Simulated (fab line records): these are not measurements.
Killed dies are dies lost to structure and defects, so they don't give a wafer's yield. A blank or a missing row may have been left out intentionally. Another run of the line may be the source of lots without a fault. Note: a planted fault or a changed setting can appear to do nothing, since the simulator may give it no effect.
Struck lot and sound lot, side by side || flow n5Finfet || 13 out of 1938 route steps
Sound: wafers L296.2, L296.4, L296.5. The struck wafers were L288.2, L288.4, L288.5. At the end, the cause is stated.
Each step with rows lists, per side, the tool, then ch with its chambers, then its first start. Under that, the readings that differ: sound wafers || struck wafers || difference of the means || sigmas: that difference in standard deviations of wafers without a fault.
alike: words and numbers the same on both sides, and readings whose means are apart by under 2 such deviations; not compared: readings that were withheld, readings missing a value for some wafer, numbers with overlapping values and no deviation given by the record, and bounds like >300 which may hide the same value.
Wherever a step has rows on one side only, a row that says differs or no value, or a row with sigmas, the two part there. When numbers do not overlap yet have no deviation, they are printed without sigmas and do not part them. A reading that every wafer of one side lacks parts them only if that side has two wafers or more.

first, 9 steps without rows for these wafers: N5_BEOL_M3_DEVELOP_27 (develop time 30 s); N5_BEOL_M3_DESCUM_33 (chemistry O2, time 7 s); N5_BEOL_M3_ETCH_77 (etches underlayer in N2/H2, target depth 6.5 nm, time 5.2 s); N5_BEOL_M3_ETCH_69 (etches SiARC in CF4, target depth 15.6 nm, time 26 s); N5_BEOL_M3_ALD_98 (deposits SiO2, target thk 2.5 nm, pulse time 1 s, co reactant pulse time 1 s); N5_BEOL_M3_ETCHBACK_99 (etches SiO2 in CHF3, target depth 5 nm, time 10.4 s); N5_BEOL_M3_ETCH_70 (etches SOC in N2/H2, target depth 80 nm, overetch 16 nm, time 120 s); N5_BEOL_M3_STRIP_71 (strips in N2/H2); N5_BEOL_M3_STRIP_78 (strips in N2/H2).
N5_BEOL_M3_VIA_ETCH_34: etches the open film in C4F6/O2, target depth 69.4 nm, time 65.9 s.
  sound on rieDiel-01 ch 0,3, day 14 07:34; struck on rieDiel-01 ch 1,2,3, day 12 03:08
  no value came back on the struck wafers for any of 9 readings (C4F6_flow_sccm (sccm), O2_flow_sccm (sccm) and others); on the sound wafers C4F6_flow_sccm (sccm) reads 9.998 9.996 10.008
{"reading": "model.SOC_of_BEOL_M3_COAT_67.thkNm (nm)", "sound": "52.2 52 52.2", "struck": "59.8 59.8 59.8", "difference": "+7.7", "sigmas": ""}
{"reading": "model.SiARC_of_BEOL_M3_COAT_68.thkNm (nm)", "sound": "0 0 0", "struck": "6.4 6 6.6", "difference": "+6.3", "sigmas": ""}
  not compared: rfHoursCounterH
then, 1 step without rows for these wafers: N5_BEOL_M3_STRIP_83 (strips in C4F6/O2).
N5_BEOL_M4_RC_MEAS_101:
  the record has rows for the sound wafers here (prober-02 ch 0, day 15 11:30) and none for the struck ones
-- a jump in the record: the struck wafers' starts before and after are 5 days apart (it breaks off in module BEOL_M4 and resumes in module PASSIVATION, where the first step shown is number 1936 of the route) --
N5_PASSIVATION_PROBE_49:
  record: rows for the struck wafers here (prober-02, day 17 07:25), none for the sound ones

## WHERE THEY PART
At N5_BEOL_M3_VIA_ETCH_34 first; at N5_PASSIVATION_PROBE_49 last (within this record only).

WHY: the cause the simulator had injected
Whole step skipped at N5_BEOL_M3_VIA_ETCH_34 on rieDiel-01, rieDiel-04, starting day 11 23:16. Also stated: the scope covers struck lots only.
